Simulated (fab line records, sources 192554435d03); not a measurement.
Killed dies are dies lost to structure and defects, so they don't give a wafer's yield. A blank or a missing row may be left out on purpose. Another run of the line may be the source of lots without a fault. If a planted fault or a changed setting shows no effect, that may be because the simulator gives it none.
fab line records ; flow n5_finfet
record lots=7; wafers=21
route steps=1938 shown BEOL_M7@1269 BEOL_M8@1349 BEOL_M9@1439 BEOL_M10@1494 BEOL_M11@1573
start_h: hours from the record's first day to the start of the lot's first wafer shown ; wait_h: hours elapsed since this lot's preceding step ; " repeats the value in the row above ; L1.1+2: a single row standing in for several wafers ; - no value, or no start was given ; * or withheld: withheld ; < > ~ a bound
route shown NAME@n: names a module that has steps shown in the file, with the first one's number in the route ; usual: mean/standard deviation of fault-free wafers ; same: alike in all rows ; chamber/n: place in a boat ; sites: readings site by site ; _std_site: the standard deviation of these ; _edge_site: outer sites' mean less inner sites' ; radius_mm: for every site, how far away it sits from the centre of the wafer ; mask NAME#n: copy n ; behind: the most recent tool/chamber to have shaped the wafer ; hold: reason for holding the lot/hours on hold/outcome of the hold ; device: the transistor (n, p or np) that didn't switch ; end of line: tests run on the same wafers once the route is complete ; a step without rows: its recipe alone ; killed: at the first sort, the dies lost to defects and structure; wafer yield is something else ; map: per-die view of a wafer (x killed, . not killed, _ where there is no die)
set.NAME: the run value of the setting; set.NAME@STEP: its run value at that earlier step ; model.NAME: the simulator's own value behind a step, which no gauge read
lots whose settings were changed on purpose; a table a step, a row a wafer
## steps
# step N5_BEOL_M7_COAT_60
# recipe resist=SiARC; temp_c=220; time_s=60; spin_rpm=1500; resist_thk_nm=35
lot.wafer;tool;chamber;start_h;wait_h;set.spin_rpm;model.SiARC_of_BEOL_M7_COAT_60.thk_nm
L078.1+2;litho_track-03;0;-;-;1500;35.2
L078.6;litho_track-03;0;-;-;1626;33.6
L079.3;litho_track-02;0;-;-;1444;35.6
L079.4+5;litho_track-02;0;-;-;1500;35
L087.3+4+6;litho_track-03;0;-;-;1500;35.2
L088.4+5+6;litho_track-02;0;-;-;1500;35
L091.1;litho_track-03;0;-;-;1363;36.8
L091.3;litho_track-03;0;-;-;1363;36.6
L091.4;litho_track-03;0;-;-;1500;34.8
L093.1;litho_track-01;0;-;-;1631;33.6
L093.3+4;litho_track-01;0;-;-;1500;35.2
L097.2+4;litho_track-03;0;-;-;1500;35.2
L097.5;litho_track-03;0;-;-;1372;37
# step N5_BEOL_M7_COAT_05
# recipe resist=CAR-ArF; spin_rpm=1500; resist_thk_nm=90
# step N5_BEOL_M7_EBR_07
# recipe solvent=PGMEA; ebr_width_mm=1.5
# step N5_BEOL_M7_DESCUM_16
# recipe chemistry=O2; time_s=7.9; source_power_w=50; bias_power_w=20; pressure_mtorr=20; rf_frequency_hz=2.712e+07; temp_c=40; resist=CAR-ArF; o2_flow_sccm=225
# step N5_BEOL_M7_ETCH_61
# recipe chemistry=CF4; target=SiARC; target_depth_a=455; mask_material=CAR-ArF; time_s=75.8; ion_energy_ev=80; pressure_mtorr=40; source_w=545; bias_w=36; Ar_flow_sccm=100; cf4_flow_sccm=100; ends=cleared
lot.wafer;tool;chamber;start_h;wait_h;set.spin_rpm@BEOL_M7_COAT_60;model.etch.depth_nm;model.CAR-ArF_of_BEOL_M7_COAT_05.thk_nm
L078.1;rie_diel-02;1;216.13;0.0;1500;35.14;50.8
L078.2;rie_diel-02;0;216.13;0.0;1500;35.1;50.8
L078.6;rie_diel-02;2;216.13;0.0;1626;33.62;52
L079.3;rie_diel-06;1;219.81;0.0;1444;35.63;50.2
L079.4;rie_diel-06;0;219.81;0.0;1500;35.08;50.6
L079.5;rie_diel-06;2;219.81;0.0;1500;34.92;51.2
L087.3;rie_diel-06;1;277.50;0.0;1500;35.11;51.2
L087.4;rie_diel-06;0;277.50;0.0;1500;35.15;51.4
L087.6;rie_diel-06;1;277.50;0.0;1500;35.14;51.2
L088.4;rie_diel-02;1;278.05;0.0;1500;34.95;50.4
L088.5;rie_diel-02;1;278.05;0.0;1500;34.96;50.4
L088.6;rie_diel-02;2;278.05;0.0;1500;34.99;50.6
L091.1;rie_diel-04;3;307.34;0.0;1363;36.73;48.8
L091.3;rie_diel-04;1;307.34;0.0;1363;36.67;49.2
L091.4;rie_diel-04;0;307.34;0.0;1500;34.87;51.2
L093.1;rie_diel-04;3;307.82;0.0;1631;33.66;52.2
L093.3;rie_diel-04;0;307.82;0.0;1500;35.14;50.6
L093.4;rie_diel-04;1;307.82;0.0;1500;35.11;50.8
L097.2;rie_diel-04;0;329.19;0.0;1500;35.14;51.6
L097.4;rie_diel-04;1;329.19;0.0;1500;35.18;51.4
L097.5;rie_diel-04;0;329.19;0.0;1372;36.93;49.8
# step N5_BEOL_M7_ETCH_62
# recipe chemistry=N2/H2; target=SOC; target_depth_a=1100; overetch_a=220; mask_material=SiARC; temp_c=40; time_s=165; ion_energy_ev=200; pressure_mtorr=30; source_w=840; bias_w=150; n2_flow_sccm=200; h2_flow_sccm=200
lot.wafer;tool;chamber;start_h;wait_h;set.spin_rpm@BEOL_M7_COAT_60;model.SiARC_of_BEOL_M7_COAT_60.thk_nm
L078.1+2;rie_diel-02;1,0;216.18;0.0;1500;28.4
L078.6;rie_diel-02;2;216.18;0.0;1626;27
L079.3;rie_diel-06;1;219.87;0.0;1444;29
L079.4;rie_diel-06;0;219.87;0.0;1500;28.4
L079.5;rie_diel-06;2;219.87;0.0;1500;28
L087.3+6;rie_diel-06;1;277.55;0.0;1500;28
L087.4;rie_diel-06;0;277.55;0.0;1500;28.4
L088.4;rie_diel-02;1;278.10;0.0;1500;28.2
L088.5+6;rie_diel-02;1,2;278.10;0.0;1500;28.4
L091.1;rie_diel-04;3;307.39;0.0;1363;30
L091.3;rie_diel-04;1;307.39;0.0;1363;29.8
L091.4;rie_diel-04;0;307.39;0.0;1500;28.2
L093.1;rie_diel-04;3;307.88;0.0;1631;27
L093.3;rie_diel-04;0;307.88;0.0;1500;28.4
L093.4;rie_diel-04;1;307.88;0.0;1500;28.2
L097.2;rie_diel-04;0;329.25;0.0;1500;28.4
L097.4;rie_diel-04;1;329.25;0.0;1500;28.2
L097.5;rie_diel-04;0;329.25;0.0;1372;30.2
# step N5_BEOL_M7_STRIP_68
# recipe chemistry=N2/H2; temp_c=40; n2_flow_sccm=200; h2_flow_sccm=200; rf_frequency_hz=6e+07
# step N5_BEOL_M7_STRIP_67
# recipe chemistry=CF4; resist=SiARC; power_w=300; bias_power_w=75; pressure_mtorr=50; cf4_flow_sccm=150; rf_frequency_hz=6e+07
# step N5_BEOL_M7_HM_OPEN_17
# recipe chemistry=Cl2/BCl3; target_depth_a=200; overetch_a=60; target=TiN; mask_material=SOC; ion_energy_ev=150; pressure_mtorr=10; icp_w=1000; bias_w=126; Cl2_flow_sccm=53.25; bcl3_flow_sccm=21.75; Ar_flow_sccm=25
lot.wafer;tool;chamber;start_h;wait_h;set.target_thk_a@BEOL_M7_HM_DEP_02;model.etch.depth_nm
L078.1;rie_metal-01;0;216.37;0.0;200;20.14
L078.2;rie_metal-01;1;216.37;0.0;200;20.13
L078.6;rie_metal-01;1;216.37;0.0;200;20.06
L079.3;rie_metal-01;0;220.10;0.1;200;20.1
L079.4;rie_metal-01;1;220.10;0.1;200;20.15
L079.5;rie_metal-01;1;220.10;0.1;200;20.17
L087.3;rie_metal-01;1;277.77;0.1;200;20.19
L087.4;rie_metal-01;0;277.77;0.1;200;20.29
L087.6;rie_metal-01;0;277.77;0.1;200;20.1
L088.4;rie_metal-02;1;278.32;0.1;200;20.12
L088.5;rie_metal-02;1;278.32;0.1;223.4;22.5
L088.6;rie_metal-02;0;278.32;0.1;200;20.13
L091.1;rie_metal-02;1;307.58;0.0;200;19.96
L091.3;rie_metal-02;0;307.58;0.0;200;20.12
L091.4;rie_metal-02;1;307.58;0.0;200;20.03
L093.1;rie_metal-03;1;308.07;0.0;200;20.01
L093.3;rie_metal-03;1;308.07;0.0;200;19.7
L093.4;rie_metal-03;0;308.07;0.0;200;19.74
L097.2;rie_metal-01;1;329.43;0.0;181.9;18.31
L097.4;rie_metal-01;0;329.43;0.0;200;20.2
L097.5;rie_metal-01;0;329.43;0.0;200;20.1
# step N5_BEOL_M7_STRIP_19
# recipe chemistry=O2; power_w=400; temp_c=40; pressure_mtorr=30; rf_frequency_hz=6e+07; bias_power_w=0; overash_fraction=0.2; o2_flow_sccm=225
# step N5_BEOL_M7_STRIP_76
# recipe chemistry=C4F6/O2; resist=SiARC; rf_frequency_hz=6e+07
# step N5_BEOL_M7_STRIP_36
# recipe chemistry=N2/H2; power_w=450; temp_c=40; pressure_mtorr=20; rf_frequency_hz=6e+07; overash_fraction=0.3; bias_power_w=7; h2_frac=0.5; n2_flow_sccm=200; h2_flow_sccm=200
# step N5_BEOL_M7_TRENCH_ETCH_37
# recipe chemistry=C4F6/O2; target_depth_a=934.78; target=SiCOH_lowk; time_s=31.2; ion_energy_ev=250; pressure_mtorr=30; source_w=345; bias_w=185; Ar_flow_sccm=300; C4F6_flow_sccm=10; O2_flow_sccm=10
lot.wafer;tool;chamber;start_h;wait_h;set.target_thk_a@BEOL_M7_HM_DEP_02;model.TiN_of_BEOL_M7_HM_DEP_02.thk_nm
L078.1+2+6;rie_diel-06;1,2,1;-;-;200;17.4
L079.3;rie_diel-02;1;-;-;200;17.4
L079.4+5;rie_diel-02;0,1;-;-;200;17.6
L087.3+4;rie_diel-02;0,1;-;-;200;17.6
L087.6;rie_diel-02;1;-;-;200;17.4
L088.4+6;rie_diel-02;1,3;-;-;200;17.4
L088.5;rie_diel-02;0;-;-;223.4;19.8
L091.1+4;rie_diel-06;2,1;-;-;200;17.2
L091.3;rie_diel-06;0;-;-;200;17.4
L093.1;rie_diel-06;1;-;-;200;17.2
L093.3+4;rie_diel-06;3,2;-;-;200;17
L097.2;rie_diel-06;3;-;-;181.9;15.6
L097.4;rie_diel-06;2;-;-;200;17.6
L097.5;rie_diel-06;2;-;-;200;17.4
# step N5_BEOL_M8_ETCH_61
# recipe chemistry=CF4; target=SiARC; target_depth_a=455; mask_material=CAR-ArF; time_s=75.8; ion_energy_ev=80; pressure_mtorr=40; source_w=545; bias_w=36; Ar_flow_sccm=100; cf4_flow_sccm=100; ends=cleared
# usual rf_vpp_V=184.1/1.2
lot.wafer;tool;chamber;start_h;wait_h;set.bias_w;rf_vpp_V
L078.1;rie_diel-05;2;224.67;0.0;39.22;195.3
L078.2;rie_diel-05;3;224.67;0.0;39.22;194.7
L078.6;rie_diel-05;3;224.67;0.0;36;185.1
L079.3;rie_diel-05;1;227.15;0.0;36;185.0
L079.4;rie_diel-05;0;227.15;0.0;36;183.7
L079.5;rie_diel-05;1;227.15;0.0;40.37;196.5
L087.3;rie_diel-03;1;285.92;0.0;36;186.1
L087.4;rie_diel-03;3;285.92;0.0;36;182.7
L087.6;rie_diel-03;0;285.92;0.0;36;183.3
L088.4;rie_diel-05;3;286.12;0.0;36;182.1
L088.5;rie_diel-05;0;286.12;0.0;31.19;168.2
L088.6;rie_diel-05;3;286.12;0.0;31.19;168.5
L091.1;rie_diel-01;2;313.96;0.0;40.7;199.9
L091.3;rie_diel-01;0;313.96;0.0;36;184.7
L091.4;rie_diel-01;3;313.96;0.0;36;184.5
L093.1;rie_diel-03;1;314.51;0.0;36;186.8
L093.3;rie_diel-03;3;314.51;0.0;36;183.8
L093.4;rie_diel-03;0;314.51;0.0;39.09;191.9
L097.2;rie_diel-03;0;336.92;0.0;36;183.5
L097.4;rie_diel-03;3;336.92;0.0;37.89;189.6
L097.5;rie_diel-03;1;336.92;0.0;37.89;191.3
# step N5_BEOL_M8_COAT_22
# recipe resist=CAR-EUV; spin_rpm=1500; resist_thk_nm=30
lot.wafer;tool;chamber;start_h;wait_h;set.spin_rpm;model.CAR-EUV_of_BEOL_M8_COAT_22.thk_nm
L078.1+6;litho_track-02;0;-;-;1500;30
L078.2;litho_track-02;0;-;-;1405;30.8
L079.3;litho_track-04;0;-;-;1411;30.8
L079.4;litho_track-04;0;-;-;1500;30
L079.5;litho_track-04;0;-;-;1411;31
L087.3+4+6;litho_track-05;0;-;-;1500;30
L088.4+5+6;litho_track-02;0;-;-;1500;30
L091.1+3+4;litho_track-05;0;-;-;1500;30
L093.1+4;litho_track-04;0;-;-;1500;30.2
L093.3;litho_track-04;0;-;-;1500;30
L097.2;litho_track-05;0;-;-;1547;29.6
L097.4;litho_track-05;0;-;-;1547;29.4
L097.5;litho_track-05;0;-;-;1500;30
# step N5_BEOL_M8_EBR_24
# recipe solvent=PGMEA; ebr_width_mm=1.5
# step N5_BEOL_M8_SOFTBAKE_23
# recipe temp_c=110; time_s=60; resist=CAR-EUV
# step N5_BEOL_M8_EXPOSE_25
# recipe mask_id=V7; na=0.33; source_shape=annular; sigma_inner=0.4; sigma_outer=0.8; polarization=unpolarized; target_cd_nm=40; dose_mj=42.5
# step N5_BEOL_M8_PEB_26
# recipe peb_temp_c=100; peb_time_s=60; resist=CAR-EUV
# step N5_BEOL_M8_DEVELOP_27
# recipe develop_time_s=30; developer=TMAH; resist=CAR-EUV; rinse_liquid=surfactant_rinse; dry=air_spin; dev_temp_c=23
lot.wafer;tool;chamber;start_h;wait_h;set.spin_rpm@BEOL_M8_COAT_22;model.CAR-EUV_of_BEOL_M8_COAT_22.thk_nm
L078.1+6;litho_track-05;0;-;-;1500;29.4
L078.2;litho_track-05;0;-;-;1405;30.4
L079.3;litho_track-04;0;-;-;1411;30.4
L079.4;litho_track-04;0;-;-;1500;29.6
L079.5;litho_track-04;0;-;-;1411;30.6
L088.4+5;litho_track-02;0;-;-;1500;29.4
L088.6;litho_track-02;0;-;-;1500;29.6
L087.3+4+6;litho_track-02;0;-;-;1500;29.4
L091.1+3;litho_track-02;0;-;-;1500;29.6
L091.4;litho_track-02;0;-;-;1500;29.4
L093.1+3+4;litho_track-04;0;-;-;1500;29.6
L097.2;litho_track-02;0;-;-;1547;29.2
L097.4;litho_track-02;0;-;-;1547;29
L097.5;litho_track-02;0;-;-;1500;29.6
# step N5_BEOL_M8_DESCUM_33
# recipe chemistry=O2; time_s=7; source_power_w=50; bias_power_w=20; pressure_mtorr=20; rf_frequency_hz=2.712e+07; temp_c=40; resist=CAR-EUV; o2_flow_sccm=225
lot.wafer;tool;chamber;start_h;wait_h;set.time_s;set.spin_rpm@BEOL_M8_COAT_22;model.CAR-EUV_of_BEOL_M8_COAT_22.thk_nm
L078.1;rie_diel-03;0;225.70;0.0;7;1500;26
L078.2;rie_diel-03;2;225.70;0.0;8.229;1405;26.4
L078.6;rie_diel-03;3;225.70;0.0;8.229;1500;25.4
L079.3;rie_diel-03;3;228.40;0.0;8.337;1411;26.2
L079.4;rie_diel-03;0;228.40;0.0;7;1500;26
L079.5;rie_diel-03;1;228.40;0.0;7;1411;27
L088.4+6;rie_diel-01;1,3;288.15;0.0;7;1500;26
L088.5;rie_diel-01;0;288.15;0.0;6.54;1500;26.2
L087.3+4+6;rie_diel-03;1,2,2;288.19;0.0;7;1500;26
L091.1;rie_diel-05;3;315.49;0.0;8.536;1500;25.4
L091.3;rie_diel-05;2;315.49;0.0;7;1500;26.2
L091.4;rie_diel-05;1;315.49;0.0;7;1500;26
L093.1+3+4;rie_diel-01;2,3,1;315.91;0.2;7;1500;26.2
L097.2+4;rie_diel-03;3,0;341.32;0.0;6.504;1547;25.8
L097.5;rie_diel-03;1;341.32;0.0;7;1500;26
# step N5_BEOL_M9_ETCH_65
# recipe chemistry=CF4; target=SiARC; target_depth_a=156; mask_material=CAR-EUV; time_s=26; ion_energy_ev=80; pressure_mtorr=40; source_w=545; bias_w=36; Ar_flow_sccm=100; cf4_flow_sccm=100; ends=cleared
# usual rf_vpp_V=184.0/1.1
lot.wafer;tool;chamber;start_h;wait_h;set.bias_w;rf_vpp_V
L078.1;rie_diel-04;1;233.12;0.0;36;186.3
L078.2;rie_diel-04;3;233.12;0.0;36;185.0
L078.6;rie_diel-04;2;233.12;0.0;36;183.1
L079.3;rie_diel-02;0;237.29;0.0;36;185.0
L079.4;rie_diel-02;2;237.29;0.0;36;182.8
L079.5;rie_diel-02;1;237.29;0.0;36;182.7
L087.3;rie_diel-06;0;294.82;0.0;36;185.0
L087.4;rie_diel-06;3;294.82;0.0;36;183.9
L087.6;rie_diel-06;1;294.82;0.0;36;184.9
L088.4;rie_diel-06;2;297.78;0.0;36;185.6
L088.5;rie_diel-06;0;297.78;0.0;36;183.7
L088.6;rie_diel-06;3;297.78;0.0;29.99;161.5
L091.1;rie_diel-06;3;322.76;0.0;34.31;177.0
L091.3;rie_diel-06;2;322.76;0.0;34.31;180.0
L091.4;rie_diel-06;0;322.76;0.0;36;184.0
L093.1;rie_diel-02;2;335.68;0.0;36;183.8
L093.3;rie_diel-02;1;335.68;0.0;30.7;165.5
L093.4;rie_diel-02;3;335.68;0.0;36;183.2
L097.2;rie_diel-02;1;348.28;0.0;36;183.5
L097.4;rie_diel-02;0;348.28;0.0;36;184.4
L097.5;rie_diel-02;3;348.28;0.0;36;184.4
# step N5_BEOL_M9_VIA_ETCH_34
# recipe chemistry=C4F6/O2; target=SiCOH_lowk; target_depth_a=1824; mask_material=SOC; taper_deg=4; time_s=68.4; ion_energy_ev=250; pressure_mtorr=30; source_w=345; bias_w=185; Ar_flow_sccm=300; C4F6_flow_sccm=10; O2_flow_sccm=10
# usual rf_vpp_V=668/5.2
lot.wafer;tool;chamber;start_h;wait_h;set.source_w;rf_vpp_V
L078.1;rie_diel-04;1;233.25;0.0;345;667
L078.2;rie_diel-04;3;233.25;0.0;310.4;697
L078.6;rie_diel-04;2;233.25;0.0;310.4;708
L079.3;rie_diel-02;0;237.42;0.0;345;668
L079.4;rie_diel-02;2;237.42;0.0;345;661
L079.5;rie_diel-02;1;237.42;0.0;345;668
L087.3;rie_diel-06;0;294.95;0.0;345;669
L087.4;rie_diel-06;3;294.95;0.0;345;671
L087.6;rie_diel-06;1;294.95;0.0;345;677
L088.4;rie_diel-06;2;297.91;0.0;345;672
L088.5;rie_diel-06;0;297.91;0.0;345;670
L088.6;rie_diel-06;3;297.91;0.0;345;672
L091.1;rie_diel-06;3;322.89;0.0;345;670
L091.3;rie_diel-06;2;322.89;0.0;345;673
L091.4;rie_diel-06;0;322.89;0.0;345;671
L093.1;rie_diel-02;2;335.81;0.0;397.8;613
L093.3;rie_diel-02;1;335.81;0.0;345;668
L093.4;rie_diel-02;3;335.81;0.0;397.8;613
L097.2;rie_diel-02;1;348.40;0.0;301.4;716
L097.4;rie_diel-02;0;348.40;0.0;345;665
L097.5;rie_diel-02;3;348.40;0.0;345;659
# step N5_BEOL_M10_COAT_63
# recipe resist=SOC; temp_c=250; time_s=60; spin_rpm=1500; resist_thk_nm=100
lot.wafer;tool;chamber;start_h;wait_h;set.spin_rpm;model.SOC_of_BEOL_M10_COAT_63.thk_nm
L078.1;litho_track-04;0;241.11;1.8;1662;95
L078.2;litho_track-04;0;241.11;1.8;1662;94.8
L078.6;litho_track-04;0;241.11;1.8;1662;95.2
L079.3;litho_track-03;0;243.13;0.0;1500;100
L079.4;litho_track-03;0;243.13;0.0;1401;103.6
L079.5;litho_track-03;0;243.13;0.0;1500;100.6
L087.3;litho_track-03;0;301.56;0.1;1500;100
L087.4+6;litho_track-03;0;301.56;0.1;1500;100.2
L088.4;litho_track-03;0;303.70;0.0;1500;100.6
L088.5+6;litho_track-03;0;303.70;0.0;1500;100.2
L091.1+3;litho_track-02;0;329.33;0.0;1410;103
L091.4;litho_track-02;0;329.33;0.0;1500;99.6
L093.1;litho_track-03;0;341.00;0.2;1500;100
L093.3;litho_track-03;0;341.00;0.2;1500;99.6
L093.4;litho_track-03;0;341.00;0.2;1500;99.8
L097.2;litho_track-03;0;355.42;0.0;1565;98.4
L097.4;litho_track-03;0;355.42;0.0;1500;100.6
L097.5;litho_track-03;0;355.42;0.0;1500;100.4
# step N5_BEOL_M10_EXPOSE_25
# recipe mask_id=V9; na=1.35; source_shape=annular; sigma_inner=0.5; sigma_outer=0.8; polarization=unpolarized; dose_mj=85.5
lot.wafer;tool;chamber;start_h;wait_h;mask;set.dose_mj
L078.1+2+6;arfi_scanner-02;0;241.35;-;V9#0;85.5
L079.3;arfi_scanner-02;0;243.26;-;V9#0;80.72
L079.4+5;arfi_scanner-02;0;243.26;-;V9#0;85.5
L087.3+4+6;arfi_scanner-03;0;301.82;-;V9#0;85.5
L088.4+6;arfi_scanner-01;0;303.97;-;V9#0;85.5
L088.5;arfi_scanner-01;0;303.97;-;V9#0;88.71
L091.1;arfi_scanner-02;0;329.46;-;V9#0;85.5
L091.3+4;arfi_scanner-02;0;329.46;-;V9#0;91.08
L093.1+3+4;arfi_scanner-01;0;341.25;-;V9#0;85.5
L097.2+5;arfi_scanner-02;0;355.67;-;V9#0;85.5
L097.4;arfi_scanner-02;0;355.67;-;V9#0;79.98
# step N5_BEOL_M10_PEB_26
# recipe peb_temp_c=withheld; peb_time_s=60; resist=CAR-ArF
# step N5_BEOL_M10_DEVELOP_27
# recipe develop_time_s=30; developer=TMAH; resist=CAR-ArF; rinse_liquid=diw; dry=air_spin; dev_temp_c=23
# step N5_BEOL_M10_CD_MEAS_28
# recipe target_cd_nm=70; landing_energy_ev=500; detector=se_inlens; polarity=opening
# usual cd_nm=70.2/0.69
lot.wafer;tool;chamber;start_h;wait_h;set.dose_mj@BEOL_M10_EXPOSE_25;cd_nm
L078.1;cd_sem-02;0;241.48;-;85.5;70.3
L078.2;cd_sem-02;0;241.48;-;85.5;69.7
L078.6;cd_sem-02;0;241.48;-;85.5;71.0
L079.3;cd_sem-01;0;243.38;-;80.72;65.1
L079.4;cd_sem-01;0;243.38;-;85.5;68.1
L079.5;cd_sem-01;0;243.38;-;85.5;69.2
L087.3;cd_sem-03;0;301.94;-;85.5;70.8
L087.4;cd_sem-03;0;301.94;-;85.5;70.6
L087.6;cd_sem-03;0;301.94;-;85.5;70.8
L088.4;cd_sem-03;0;304.08;-;85.5;71.6
L088.5;cd_sem-03;0;304.08;-;88.71;74.6
L088.6;cd_sem-03;0;304.08;-;85.5;71.3
L091.1;cd_sem-03;0;329.59;-;85.5;70.2
L091.3;cd_sem-03;0;329.59;-;91.08;75.4
L091.4;cd_sem-03;0;329.59;-;91.08;76.0
L093.1;cd_sem-03;0;341.38;-;85.5;70.7
L093.3;cd_sem-03;0;341.38;-;85.5;71.3
L093.4;cd_sem-03;0;341.38;-;85.5;70.6
L097.2;cd_sem-02;0;355.79;-;85.5;70.6
L097.4;cd_sem-02;0;355.79;-;79.98;64.7
L097.5;cd_sem-02;0;355.79;-;85.5;71.0
# step N5_BEOL_M10_DESCUM_33
# recipe chemistry=O2; time_s=7.9; source_power_w=50; bias_power_w=20; pressure_mtorr=20; rf_frequency_hz=2.712e+07; temp_c=40; resist=CAR-ArF; o2_flow_sccm=225
# step N5_BEOL_M10_ETCH_65
# recipe chemistry=CF4; target=SiARC; target_depth_a=390; mask_material=CAR-ArF; time_s=65; ion_energy_ev=80; pressure_mtorr=40; source_w=545; bias_w=36; Ar_flow_sccm=100; cf4_flow_sccm=100; ends=cleared
# step N5_BEOL_M10_ETCH_66
# recipe chemistry=N2/H2; target=SOC; target_depth_a=1200; overetch_a=240; mask_material=SiARC; temp_c=40; time_s=180; ion_energy_ev=200; pressure_mtorr=30; source_w=840; bias_w=150; n2_flow_sccm=200; h2_flow_sccm=200
lot.wafer;tool;chamber;start_h;wait_h;set.spin_rpm@BEOL_M10_COAT_63;model.etch.depth_nm
L078.1;rie_diel-01;1;241.66;0.0;1662;94.98
L078.2;rie_diel-01;0;241.66;0.0;1662;94.88
L078.6;rie_diel-01;0;241.66;0.0;1662;95.11
L079.3;rie_diel-05;1;243.81;0.0;1500;100.1
L079.4;rie_diel-05;3;243.81;0.0;1401;103.6
L079.5;rie_diel-05;2;243.81;0.0;1500;100.5
L087.3+4;rie_diel-05;0,3;302.37;0.0;1500;100.1
L087.6;rie_diel-05;2;302.37;0.0;1500;100.2
L088.4;rie_diel-01;2;304.25;0.0;1500;100.5
L088.5+6;rie_diel-01;3,0;304.25;0.0;1500;100.2
L091.1;rie_diel-01;1;329.76;0.0;1410;103.1
L091.3;rie_diel-01;2;329.76;0.0;1410;103
L091.4;rie_diel-01;0;329.76;0.0;1500;99.62
L093.1;rie_diel-05;0;341.68;0.0;1500;99.91
L093.3;rie_diel-05;3;341.68;0.0;1500;99.65
L093.4;rie_diel-05;0;341.68;0.0;1500;99.87
L097.2;rie_diel-05;0;355.96;0.0;1565;98.45
L097.4;rie_diel-05;0;355.96;0.0;1500;100.6
L097.5;rie_diel-05;1;355.96;0.0;1500;100.4
# step N5_BEOL_M11_ETCH_66
# recipe chemistry=N2/H2; target=SOC; target_depth_a=1200; overetch_a=240; mask_material=SiARC; temp_c=40; time_s=180; ion_energy_ev=200; pressure_mtorr=30; source_w=840; bias_w=150; n2_flow_sccm=200; h2_flow_sccm=200
lot.wafer;tool;chamber;start_h;wait_h;set.time_s;model.SiARC_of_BEOL_M11_COAT_64.thk_nm
L078.1;rie_diel-04;2;250.97;0.0;180;22.4
L078.2;rie_diel-04;0;250.97;0.0;180;22.8
L078.6;rie_diel-04;3;250.97;0.0;201.3;21.8
L079.3+5;rie_diel-02;0;254.80;0.0;205.5;22
L079.4;rie_diel-02;1;254.80;0.0;205.5;21.6
L087.3+4+6;rie_diel-02;3,0,2;310.17;0.0;180;22.8
L088.4;rie_diel-04;2;310.47;0.0;143.5;24.2
L088.5;rie_diel-04;3;310.47;0.0;180;23
L088.6;rie_diel-04;2;310.47;0.0;180;22.6
L091.1;rie_diel-04;3;337.77;0.0;180;22.8
L091.3;rie_diel-04;1;337.77;0.0;180;22.6
L091.4;rie_diel-04;1;337.77;0.0;209;21.4
L093.1;rie_diel-02;1;349.09;0.0;180;22.6
L093.3;rie_diel-02;3;349.09;0.0;212.8;21.6
L093.4;rie_diel-02;0;349.09;0.0;212.8;21.8
L097.2;rie_diel-04;0;365.44;0.0;191.8;22.4
L097.4;rie_diel-04;3;365.44;0.0;180;22.6
L097.5;rie_diel-04;0;365.44;0.0;191.8;22.2
## key
split step=N5_BEOL_M7_COAT_60; setting=spin_rpm; stated=1500; by=wafer
response step=N5_BEOL_M7_COAT_60; reading=model.SiARC_of_BEOL_M7_COAT_60.thk_nm; change=-0.197; per=1%; r=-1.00
response step=N5_BEOL_M7_ETCH_61; reading=model.etch.depth_nm; change=-0.188; per=1%; r=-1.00
response step=N5_BEOL_M7_ETCH_61; reading=model.CAR-ArF_of_BEOL_M7_COAT_05.thk_nm; change=+0.191; per=1%; r=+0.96
response step=N5_BEOL_M7_ETCH_62; reading=model.SiARC_of_BEOL_M7_COAT_60.thk_nm; change=-0.182; per=1%; r=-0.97
split step=N5_BEOL_M8_ETCH_61; setting=bias_w; stated=36; by=wafer
response step=N5_BEOL_M8_ETCH_61; reading=rf_vpp_V; change=+1.05; per=1%; r=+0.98
split step=N5_BEOL_M8_COAT_22; setting=spin_rpm; stated=1500; by=wafer
response step=N5_BEOL_M8_COAT_22; reading=model.CAR-EUV_of_BEOL_M8_COAT_22.thk_nm; change=-0.141; per=1%; r=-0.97
response step=N5_BEOL_M8_DEVELOP_27; reading=model.CAR-EUV_of_BEOL_M8_COAT_22.thk_nm; change=-0.156; per=1%; r=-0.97
response step=N5_BEOL_M8_DESCUM_33; reading=model.CAR-EUV_of_BEOL_M8_COAT_22.thk_nm; slope=-0.157; per=1%; together_with=time_s@BEOL_M8_DESCUM_33; explained=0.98
split step=N5_BEOL_M8_DESCUM_33; setting=time_s; stated=7; by=wafer
response step=N5_BEOL_M8_DESCUM_33; reading=model.CAR-EUV_of_BEOL_M8_COAT_22.thk_nm; slope=-0.0351; per=1%; together_with=spin_rpm@BEOL_M8_COAT_22; explained=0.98
split step=N5_BEOL_M9_ETCH_65; setting=bias_w; stated=36; by=wafer
response step=N5_BEOL_M9_ETCH_65; reading=rf_vpp_V; change=+1.31; per=1%; r=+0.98
split step=N5_BEOL_M9_VIA_ETCH_34; setting=source_w; stated=345; by=wafer
response step=N5_BEOL_M9_VIA_ETCH_34; reading=rf_vpp_V; change=-3.77; per=1%; r=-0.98
split step=N5_BEOL_M10_COAT_63; setting=spin_rpm; stated=1500; by=wafer
response step=N5_BEOL_M10_COAT_63; reading=model.SOC_of_BEOL_M10_COAT_63.thk_nm; change=-0.521; per=1%; r=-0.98
response step=N5_BEOL_M10_ETCH_66; reading=model.etch.depth_nm; change=-0.524; per=1%; r=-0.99
split step=N5_BEOL_M10_EXPOSE_25; setting=dose_mj; stated=85.5; by=wafer
response step=N5_BEOL_M10_CD_MEAS_28; reading=cd_nm; change=+0.831; per=1%; r=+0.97
split step=N5_BEOL_M11_ETCH_66; setting=time_s; stated=180; by=wafer
response step=N5_BEOL_M11_ETCH_66; reading=model.SiARC_of_BEOL_M11_COAT_64.thk_nm; change=-0.0651; per=1%; r=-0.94
split outside_this_file step=N5_BEOL_M7_HM_DEP_02 setting=target_thk_a
# split outside_this_file: this setting was split too, and the file shows its column; the key of that split is in another file
